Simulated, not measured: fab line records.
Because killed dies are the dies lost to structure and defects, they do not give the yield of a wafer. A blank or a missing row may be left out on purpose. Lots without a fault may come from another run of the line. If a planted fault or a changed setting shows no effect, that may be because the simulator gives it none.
Matching of chambers    flow n5-finfet    4 sister chambers for N5_BEOL_M13_CMP_49 on cmp-04
The step polishes, stops on SiOC, t overpolish 17.1 s, target thk 420 nm. 14 wafers are shown with their chamber, then 7 later ones without.

WAFERS WITH THEIR CHAMBER
wafer   chamber  motor-current-A (A)  barrier-field-endpoint-s (s)  clearing-platen-rpm (rpm)
L076.1  0        6.6                  30.3                          50.01
L076.3  3        6.1                  30.7                          50.00
L079.1  1        5.7                  31.0                          50.00
L079.3  0        7.0                  30.0                          50.05
L079.4  3        5.8                  30.0                          50.00
L082.1  2        5.1                  30.5                          50.01
L082.3  3        5.7                  29.5                          49.95
L084.2  1        5.7                  30.6                          49.99
L084.3  2        5.3                  30.8                          50.00
L086.1  3        6.1                  29.0                          50.00
L086.3  1        5.7                  30.0                          49.96
L086.4  0        6.7                  28.9                          50.02
L092.3  1        5.5                  31.2                          49.99
L092.4  0        6.4                  29.9                          49.99

SIGNATURES (averages over the wafers above)
reading                   chamber 0  chamber 1  chamber 2  chamber 3  scatter within a chamber
motor-current-A           6.675      5.650      5.200      5.925      0.191
barrier-field-endpoint-s  29.775     30.700     30.650     29.800     0.598
clearing-platen-rpm       50.0175    49.9850    50.0050    49.9875    0.0217
Rule: for each reading, subtract the chamber's mean from the wafer's reading, divide by that reading's scatter and square the result; add these up over the readings and take the root, which gives the wafer's distance from the chamber. The wafer belongs to the nearest chamber; if the next one is less than 2 further off, it can't be placed. The scatter: the root of (the sum of the squares of (reading less its chamber's mean) over the shown wafers, divided by (wafers less chambers)).

WAFERS WHOSE CHAMBER IS MISSING
wafer   motor-current-A (A)  barrier-field-endpoint-s (s)  clearing-platen-rpm (rpm)
L094.1  6.0                  30.1                          50.03
L095.2  6.6                  30.3                          50.02
L095.4  5.2                  31.5                          50.01
L096.1  5.9                  30.2                          50.00
L097.1  6.2                  29.7                          50.02
L097.2  5.2                  30.3                          50.00
L097.3  7.1                  28.0                          49.96

WHICH CHAMBER EACH WENT THROUGH
wafer   from the rows above           in truth
L094.1  can't be placed: 3 or 1 or 0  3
L095.2  0                             0
L095.4  can't be placed: 2 or 1       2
L096.1  can't be placed: 3 or 1       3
L097.1  can't be placed: 3 or 0 or 1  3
L097.2  can't be placed: 2 or 1       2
L097.3  0                             0
Correctly placed: 2 of 7. From these rows, 5 cannot be placed; in 5 the true chamber is one of the candidates. Wrongly placed: 0.
